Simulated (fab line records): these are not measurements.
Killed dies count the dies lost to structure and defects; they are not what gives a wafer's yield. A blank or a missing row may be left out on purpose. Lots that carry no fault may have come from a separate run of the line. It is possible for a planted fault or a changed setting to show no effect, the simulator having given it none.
fab line records	flow n5Finfet
record lots=9	wafers=24	lastDay=17
route steps=1938 shown HKMG_FIN@434 BEOL_M4@1111
lots that met no fault: taken from a fault-free run of the same line
startH: the number of hours between the record's first day and the start of the first shown wafer of the lot	waitH: how many hours have passed since the lot's step before this one	" identical to the entry in the row above	L1.1+2: a row that stands for several wafers	- either no value or no given start	* or withheld: withheld	< > ~ a bound
route shown NAME@n: NAME is a module with steps in the file, n the number in the route of the first one	usual: mean and standard deviation over wafers with no fault	same: alike in all rows	chamber/n: place in a boat	sites: per-site readings	_std_site: the values' standard deviation	_edge_site: mean of outer sites minus mean of inner sites	radiusMm: how far each site lies from the wafer's centre	mask NAME#n: copy n	behind: tool/chamber where the wafer was last shaped	hold: the reason the lot was held/the length of the hold in hours/how it ended	device: whichever transistor did not switch (one of n, p or np)	end of line: the tests these same wafers got at the end of their route	where a step has no rows: the recipe by itself	killed: not the wafer's yield, but the dies lost to structure and defects at the first sort	map: a wafer's dies, x killed, . not, _ none there
set.NAME: the run value of the setting; set.NAME@STEP: its run value at that earlier step	model.NAME: the simulator's own value behind a step, which no gauge read
steps of the route over a sample of lots; a table a step, a row a wafer
services: a tool's chamber out of use, with start hour (startH, from the record's first day; less than 0 if before it), hours out, and reason
## steps
# step N5_HKMG_FIN_ETCH_31
# recipe chemistry=CF4	target=SiARC	targetDepthA=455	maskMaterial=CAR-ArF	timeS=75.8	ionEnergyEv=80	pressureMtorr=40	sourceW=545	biasW=36	Ar_flow_sccm=100	cf4FlowSccm=100	ends=cleared
# usual chamberPressureMTorr=40.00/0.035	drypumpMotorCurrentA=5.8/0.46	etchRfOnTimeS=75.0/2.6	oesProductAu=0.65/0.077	rfVppV=183.4/1.1	showerheadPlenumPTorr=2.09/0.06	throttleValvePct=15.61/0.29
lot.wafer	tool	chamber	startH	waitH	chamberPressureMTorr	drypumpMotorCurrentA	etchRfOnTimeS	oesProductAu	rfHoursCounterH	rfVppV	showerheadPlenumPTorr	throttleValvePct
L322.3	rieDiel-06	3	76.97	0.0	39.94	6.5	70.0	0.84	14	183.3	2.07	15.25
L322.5	"	1	"	"	40.00	6.0	71.4	0.63	-	184.4	2.12	15.94
L322.6	"	2	"	"	40.02	5.4	75.2	0.64	-	184.0	2.04	15.62
L323.2	rieDiel-04	0	83.36	0.0	40.04	5.6	76.6	0.60	206	183.5	2.05	15.53
L323.4	"	0	"	"	40.02	5.6	77.0	0.60	-	183.4	2.05	15.53
L323.6	"	1	"	"	40.05	5.2	76.8	0.63	-	182.3	2.06	15.31
L324.1	rieDiel-04	1	86.19	0.0	40.01	5.2	76.7	0.63	156	183.6	2.06	15.32
L324.4	"	2	"	"	39.97	5.8	76.7	0.64	151	183.9	2.21	15.67
L324.5	"	1	"	"	40.00	5.2	77.2	0.63	-	182.9	2.06	15.33
L327.1	rieDiel-06	1	106.97	0.0	40.05	6.0	70.9	0.63	207	182.3	2.11	15.94
L327.2	"	2	"	"	40.04	5.4	75.8	0.63	169	182.2	2.03	15.63
L327.3	"	0	"	"	40.02	6.6	76.1	0.60	228	183.2	2.13	16.02
L330.4	rieDiel-04	0	127.22	0.0	39.96	5.6	75.8	0.59	221	182.9	2.04	15.55
L330.6	"	3	"	"	39.97	5.4	74.1	0.80	-	184.7	2.10	15.10
L331.2	rieDiel-05	2	128.63	0.0	40.02	5.1	77.7	0.61	188	184.8	2.24	15.61
L331.6	"	1	"	"	40.01	6.1	73.8	0.78	-	182.7	2.10	15.18
L333.2	rieDiel-04	2	141.97	0.0	40.04	5.8	76.7	0.63	165	186.3	2.21	15.69
L333.5	"	0	"	"	40.04	5.6	75.9	0.59	-	182.1	2.04	15.58
L338.3	rieDiel-06	3	172.74	0.0	39.99	6.5	71.4	0.76	51	184.6	2.06	15.33
L338.4	"	0	"	"	40.05	6.6	76.9	0.60	241	184.4	2.13	16.04
L338.6	"	1	"	"	40.00	6.0	71.8	0.61	-	183.3	2.11	15.97
L342.2	rieDiel-06	3	198.44	0.0	40.07	6.5	70.7	0.75	60	183.1	2.06	15.34
L342.4	"	1	"	"	39.95	6.0	72.8	0.60	-	182.6	2.10	16.01
L342.5	"	3	"	"	40.04	6.5	71.2	0.75	-	182.6	2.06	15.34
# step N5_HKMG_FIN_NWFM_ALD_20
# recipe material=TiAlC	targetThkA=20	tempC=300	aldPrecursorFamily=TiCl4	aldCoReactant=TEA	pulseTimeS=3	purgeTimeS=2	coReactantPurgeTimeS=2	coReactantPulseTimeS=10	aldCycles=7	pressureTorr=3
# usual aldCycles=7/0	heaterPowerW=527/56	precursorPulseHeightRel=1.002/0.02
lot.wafer	tool	chamber	startH	waitH	aldCycles	heaterPowerW	precursorPulseHeightRel
L322.3	aldMetal-04	0	78.89	0.1	7	485	1.004
L322.5	"	2	"	"	7	590	1.013
L322.6	"	0	"	"	7	471	1.019
L323.2	aldMetal-04	1	85.43	0.3	7	536	1.001
L323.4	"	2	"	"	7	579	1.005
L323.6	"	3	"	"	7	580	0.975
L324.1	aldMetal-04	1	88.11	0.3	7	546	0.994
L324.4	"	3	"	"	7	583	1.015
L324.5	"	3	"	"	7	579	1.009
L327.1	aldMetal-01	0	108.89	0.3	7	478	0.989
L327.2	"	3	"	"	7	485	0.983
L327.3	"	1	"	"	7	502	0.992
L330.4	aldMetal-03	0	129.15	0.1	7	415	0.980
L330.6	"	0	"	"	7	419	0.981
L331.2	aldMetal-04	2	130.55	0.3	7	551	1.052
L331.6	"	2	"	"	7	589	1.022
L333.2	aldMetal-04	1	143.89	0.3	7	522	0.979
L333.5	"	0	"	"	7	477	1.023
L338.3	aldMetal-03	0	174.67	0.1	7	412	0.945
L338.4	"	3	"	"	7	568	1.010
L338.6	"	0	"	"	7	410	1.008
L342.2	aldMetal-01	2	200.46	0.3	7	598	1.014
L342.4	"	3	"	"	7	500	0.972
L342.5	"	0	"	"	7	488	0.971
# step N5_HKMG_FIN_ETCH_67
# recipe chemistry=N2/H2	target=SOC	targetDepthA=3889	stopOn=TiN	ionEnergyEv=100	biasW=61	pressureMtorr=30	sourceW=850	n2FlowSccm=200	h2FlowSccm=200
# usual chamberPressureMTorr=29.999/0.025	drypumpMotorCurrentA=5.9/0.47	oesProductAu=0.75/0.082	rfVppV=240.1/1.2	showerheadPlenumPTorr=2.49/0.067	throttleValvePct=17.89/0.26
lot.wafer	tool	chamber	startH	waitH	chamberPressureMTorr	drypumpMotorCurrentA	oesProductAu	rfHoursCounterH	rfVppV	showerheadPlenumPTorr	throttleValvePct
L322.3	rieDiel-06	1	79.33	-	30.006	6.0	0.71	199	240.8	2.52	18.10
L322.5	"	2	"	"	29.994	5.4	0.73	-	239.9	2.46	18.08
L322.6	"	1	"	"	29.962	6.0	0.71	-	241.1	2.52	18.10
L323.2	rieDiel-04	1	85.88	-	30.005	5.3	0.72	156	238.9	2.44	17.41
L323.4	"	3	"	"	30.015	5.4	0.98	1	240.4	2.49	17.23
L323.6	"	1	"	"	30.028	5.3	0.72	-	239.4	2.44	17.39
L324.1	rieDiel-06	0	88.55	-	30.001	6.6	0.70	222	239.9	2.49	17.98
L324.4	"	1	"	"	29.971	6.0	0.72	202	241.3	2.52	18.08
L324.5	"	1	"	"	30.002	6.0	0.71	-	240.2	2.52	18.10
L327.1	rieDiel-04	2	109.50	-	30.007	5.8	0.74	157	243.3	2.66	18.01
L327.2	"	1	"	"	30.017	5.2	0.71	164	239.1	2.44	17.40
L327.3	"	0	"	"	29.978	5.6	0.69	215	239.5	2.42	17.85
L330.4	rieDiel-06	2	129.62	-	30.006	5.4	0.72	-	240.6	2.45	18.14
L330.6	"	1	"	"	29.966	6.0	0.70	-	240.4	2.51	18.12
L331.2	rieDiel-05	2	130.99	-	30.015	5.1	0.71	189	241.6	2.65	17.70
L331.6	"	1	"	"	29.984	6.1	0.88	-	240.8	2.51	17.61
L333.2	rieDiel-05	1	144.43	-	30.006	6.0	0.87	30	240.8	2.51	17.63
L333.5	"	1	"	"	29.983	6.0	0.87	-	240.3	2.51	17.62
L338.3	rieDiel-06	1	175.25	-	30.006	6.0	0.69	234	240.4	2.50	18.15
L338.4	"	0	"	"	29.974	6.6	0.69	242	241.4	2.48	18.03
L338.6	"	3	"	"	29.963	6.5	0.86	-	240.4	2.48	17.72
L342.2	rieDiel-06	2	200.90	-	29.969	5.5	0.70	205	240.3	2.44	18.18
L342.4	"	3	"	"	30.047	6.5	0.85	-	240.3	2.48	17.74
L342.5	"	1	"	"	30.002	6.0	0.69	-	240.5	2.50	18.18
# step N5_HKMG_FIN_ALD_72
# recipe material=W	targetThkA=20	tempC=300	pressureTorr=7.5	aldPrecursorFamily=WF6	aldCoReactant=B2H6	pulseTimeS=1	purgeTimeS=2	coReactantPurgeTimeS=2	coReactantPulseTimeS=3	aldCycles=7
# usual aldCycles=7/0	heaterPowerW=477/35	precursorPulseHeightRel=1.000/0.021
lot.wafer	tool	chamber	startH	waitH	aldCycles	heaterPowerW	precursorPulseHeightRel
L322.3	cvdW-01	0	80.46	0.2	7	433	1.022
L322.5	"	1	"	"	7	441	1.007
L322.6	"	0	"	"	7	430	1.016
L323.2	cvdW-02	0	87.02	0.2	7	523	0.989
L323.4	"	1	"	"	7	472	0.990
L323.6	"	1	"	"	7	479	1.033
L324.1	cvdW-02	1	89.69	0.2	7	469	1.008
L324.4	"	0	"	"	7	521	0.982
L324.5	"	1	"	"	7	477	1.024
L327.1	cvdW-02	0	110.61	0.2	7	518	1.010
L327.2	"	1	"	"	7	479	0.993
L327.3	"	0	"	"	7	516	0.979
L330.4	cvdW-02	0	130.73	0.2	8	516	1.007
L330.6	"	0	"	"	7	508	0.998
L331.2	cvdW-02	1	132.09	0.2	8	472	1.014
L331.6	"	1	"	"	7	486	0.991
L333.2	cvdW-02	1	145.54	0.2	8	479	0.943
L333.5	"	1	"	"	7	487	1.009
L338.3	cvdW-01	1	176.37	0.2	7	439	1.021
L338.4	"	0	"	"	7	437	1.044
L338.6	"	0	"	"	7	427	1.010
L342.2	cvdW-01	1	202.02	0.2	7	439	0.999
L342.4	"	0	"	"	7	440	0.989
L342.5	"	0	"	"	7	442	1.012
# step N5_BEOL_M4_RC_MEAS_101
# usual DIBL_N=36.0/2.5	DIBL_P=36.7/3	IOFF_N=0.16/0.043	IOFF_P=0.21/0.049	ION_N=673/15	ION_P=461/9.8	SS_N=71.5/0.83	SS_P=73.4/0.83	VT_N=250/4	VT_P=-251/4
lot.wafer	tool	chamber	startH	waitH	DIBL_N[mV/V]	DIBL_P[mV/V]	IOFF_N[nA/um]	IOFF_P[nA/um]	ION_N[uA/um]	ION_P[uA/um]	SS_N[mV/dec]	SS_P[mV/dec]	VT_N[mV]	VT_P[mV]
L323.2	prober-02	0	160.81	0.2	41.7	41.5	0.27	0.30	687	465	73.2	75.1	244	-247
L323.4	"	0	"	"	36.4	34.4	0.14	0.17	663	449	71.2	73.3	255	-257
L323.6	"	0	"	"	36.7	34.5	0.15	0.18	664	449	71.7	74.0	255	-255
L322.3	prober-01	0	161.37	0.3	32.1	33.7	0.12	0.18	657	456	70.5	72.6	254	-254
L322.5	"	0	"	"	33.0	33.8	0.14	0.18	671	459	71.7	72.8	254	-254
L322.6	"	0	"	"	31.8	33.3	0.12	0.17	663	459	70.7	72.1	252	-250
L324.1	prober-02	0	180.56	0.0	36.6	37.3	0.18	0.19	697	468	71.9	74.1	248	-254
L324.4	"	0	"	"	38.3	38.7	0.20	0.22	686	459	72.2	74.5	247	-251
L324.5	"	0	"	"	34.3	34.4	0.13	0.16	676	463	70.9	73.0	254	-255
L327.1	prober-01	0	192.36	0.0	40.5	41.9	0.23	0.29	687	465	72.0	73.8	244	-245
L327.2	"	0	"	"	32.2	32.5	0.09	0.15	647	452	69.8	71.4	258	-253
L327.3	"	0	"	"	38.0	39.1	0.18	0.24	681	465	71.5	73.0	248	-247
L330.4	prober-01	0	216.51	0.5	35.0	35.9	0.13	0.19	665	456	71.3	73.1	254	-253
L330.6	"	0	"	"	36.9	38.2	0.16	0.23	664	460	72.0	74.3	252	-250
L331.2	prober-01	0	218.24	0.2	39.2	43.4	0.28	0.32	689	470	72.0	75.1	242	-244
L331.6	"	0	"	"	33.3	35.7	0.13	0.17	677	463	69.9	72.6	251	-254
L333.2	prober-02	0	242.18	0.2	35.1	34.3	0.14	0.19	686	473	70.6	73.1	252	-254
L333.5	"	0	"	"	37.1	36.4	0.19	0.21	678	457	71.6	73.3	247	-253
L338.3	prober-01	0	270.19	0.3	34.1	34.3	0.12	0.15	682	458	70.1	72.9	251	-257
L338.4	"	0	"	"	37.5	37.5	0.18	0.20	693	462	72.1	74.3	249	-252
L338.6	"	0	"	"	33.7	34.6	0.12	0.17	666	460	71.0	73.0	253	-252
L342.2	prober-01	0	296.14	0.2	37.2	38.7	0.19	0.26	677	464	71.9	73.6	248	-248
L342.4	"	0	"	"	33.4	33.9	0.13	0.19	662	463	70.9	72.9	253	-250
L342.5	"	0	"	"	34.2	34.3	0.15	0.20	682	472	71.5	72.6	246	-249
## services
tool	chamber	startH	hours	kind
aldMetal-04	-	54.74	2.8	pm
rieDiel-06	-	59.51	0.8	repair
rieDiel-05	2	59.86	3.2	repair
rieDiel-05	-	63.26	0.9	repair
aldMetal-03	-	71.36	8.7	pm
aldMetal-04	1	75.53	8.0	repair
rieDiel-05	2	90.55	4.2	repair
aldMetal-04	2	99.21	25.3	repair
rieDiel-06	0	107.86	29.5	repair
rieDiel-05	2	112.56	7.4	repair
aldMetal-01	2	118.96	10.5	repair
aldMetal-04	-	124.50	0.8	repair
rieDiel-04	2	130.36	10.1	repair
rieDiel-05	3	134.08	65.0	repair
aldMetal-01	-	161.44	8.7	pm
cvdW-02	0	165.02	1.3	repair
rieDiel-05	1	183.09	9.7	repair
rieDiel-06	0	194.55	-	clean
rieDiel-06	0	194.55	-	consumableReplace:focusRing
rieDiel-06	0	194.55	34.3	scheduledDown
rieDiel-06	0	194.55	34.3	ventCycle
aldMetal-03	-	195.59	0.6	repair
cvdW-02	-	196.79	6.9	pm
aldMetal-04	-	197.69	0.3	repair
## key
firstSign step=N5_HKMG_FIN_ALD_72	reading=aldCycles	direction=up	sigmas=99+	usual=*	struck=*
effect none on later readings
metAt N5_HKMG_FIN_ALD_72
struckLots L330,L331,L333
struckWafers L330.4,L331.2,L333.2
notActingAt N5_HKMG_FIN_ETCH_31,N5_HKMG_FIN_NWFM_ALD_20,N5_HKMG_FIN_ETCH_67
onsetBetween 110.61 130.73
fault kind=processParameterDrift	tool=cvdW-02	chamber=-	onsetH=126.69	steps=N5_HKMG_FIN_ALD_72	channel=aldCycles	offset=*	shape=step	endH=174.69	scope=struckWafersOnly	stated=*
